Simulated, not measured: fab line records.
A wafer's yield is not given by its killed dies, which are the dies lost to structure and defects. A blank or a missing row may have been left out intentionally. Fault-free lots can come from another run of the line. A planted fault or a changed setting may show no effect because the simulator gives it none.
A struck lot beside a sound one -- flow nand-harc -- 15 steps out of a route of 1159
Sound: the wafers L153.3, L153.4, L153.6. Struck: wafers L164.3, L164.4, L164.6. The cause comes at the end.
Each step with rows lists, per side, the tool, then ch with its chambers, then its first start. Under that, the readings that differ: sound wafers -- struck wafers -- difference of the means -- sigmas: that difference in standard deviations of wafers without a fault.
alike: same words and numbers on both sides, and readings whose means sit less than 2 such deviations apart. not compared: any withheld reading, any reading some wafer has no value for, any bound like >300 that may hide the same value, and any number with overlapping values for which the record gives no deviation.
A row with sigmas, a row that says differs or no value, or rows on one side alone: a step with any of these is where the two part. Non-overlapping numbers with no deviation appear without sigmas and do not part them. A reading missing from all wafers of one side parts the sides only when that side holds two or more wafers.

first, 5 steps without rows for these wafers: NHARC_A_CONTACT_SOFTBAKE_37 (time 55 s); NHARC_A_CONTACT_EBR_38; NHARC_A_CONTACT_EXPOSE_39 (exposes mask A CC 3); NHARC_A_CONTACT_PEB_40 (peb time 65 s); NHARC_A_CONTACT_DEVELOP_41 (develop time 35 s).
NHARC_A_CONTACT_CD_MEAS_42: the cd target is 200 nm.
  sound on cd-sem-03 ch 0, day 16 16:23; struck on cd-sem-01 ch 0, day 20 08:40
  alike: cd-nm
NHARC_A_CONTACT_OVL_MEAS_43:
  struck on overlay-01, day 20 08:45; sound on overlay-01, day 16 16:28
  alike: overlay-x-nm, overlay-y-nm
NHARC_A_CONTACT_INSPECT_44:
  struck on defect-inspect-01, day 20 08:47; sound on defect-inspect-01, day 16 16:30
  alike: raw-defect-count
NHARC_A_CONTACT_DESCUM_47: chemistry O2, time 3 s.
  sound on rie-diel-01 ch 0,2,3, day 16 16:35; struck on rie-diel-01 ch 1,2,3, day 20 08:51
  alike: drypump-motor-current-A, mfc-ar-sccm, oes-product-au, rf-vpp-V, showerhead-plenum-p-Torr, throttle-valve-pct
  not compared: rf-hours-counter-h
NHARC_A_CONTACT_ETCH_48: etches the open film in CF4, target depth 39 nm, time 65 s.
  sound on rie-diel-01 ch 2,3, day 16 16:39; struck on rie-diel-01 ch 0,1,2, day 20 08:57
  alike: drypump-motor-current-A, mfc-ar-sccm, oes-product-au, rf-vpp-V, run-length-s, showerhead-plenum-p-Torr, throttle-valve-pct
  not compared: rf-hours-counter-h
NHARC_A_CONTACT_ETCH_49: etches the open film in N2/H2, target depth 260 nm, time 475.3 s.
  sound: rie-diel-01 ch 0,1,2; struck: rie-diel-01 ch 2,3
  alike: drypump-motor-current-A, mfc-ar-sccm, n2-flow-sccm, oes-product-au, rf-vpp-V, run-length-s, showerhead-plenum-p-Torr, throttle-valve-pct
  not compared: rf-hours-counter-h
NHARC_A_CONTACT_ETCH_50: etches the open film in CF4/CHF3, target depth 84.7 nm, time 42.4 s.
  sound: rie-diel-01 ch 0,1; struck: rie-diel-01 ch 1,2
  alike: drypump-motor-current-A, mfc-ar-sccm, oes-product-au, rf-vpp-V, run-length-s, showerhead-plenum-p-Torr, throttle-valve-pct
  not compared: rf-hours-counter-h
NHARC_A_CONTACT_ETCH_51: etches the open film in O2/COS, target depth 3600 nm, time 936 s.
  sound on rie-diel-01 ch 0,1,3, day 16 17:10; struck on rie-diel-01 ch 0,1,3, day 20 09:31
reading,sound,struck,difference,sigmas
run-length-s (s),956.4 956.7 957.8,701.6 701.6 703.2,-254.8,-99 or more
  alike: drypump-motor-current-A, mfc-ar-sccm, oes-product-au, rf-vpp-V, showerhead-plenum-p-Torr, throttle-valve-pct
  not compared: rf-hours-counter-h
NHARC_A_CONTACT_ETCH_111: etches the open film in C4F8/O2/Ar, time 140 s, target depth 700 nm.
  sound on har-cap-etch-02 ch 0,1, day 16 17:53; struck on har-cap-etch-03 ch 0,1, day 20 10:11
  alike: run-length-s
  not compared: rf-hours-counter-h
-- jump in the record: it breaks off in module A_CONTACT and resumes in module END (first step shown: number 1159 of the route), and 3 days separate the struck wafers' starts before and after --
NHARC_END_SORT_01:
  at this point the record logs the struck wafers (prober-02 ch 0, day 23 13:39) and has no rows for the sound ones

== WHERE THEY PART ==
First at NHARC_A_CONTACT_ETCH_51; last, within this record, at NHARC_END_SORT_01.

WHY: what had been put in by the simulator
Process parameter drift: rie-diel-01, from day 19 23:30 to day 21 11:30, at NHARC_A_CONTACT_ETCH_51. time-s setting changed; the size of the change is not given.
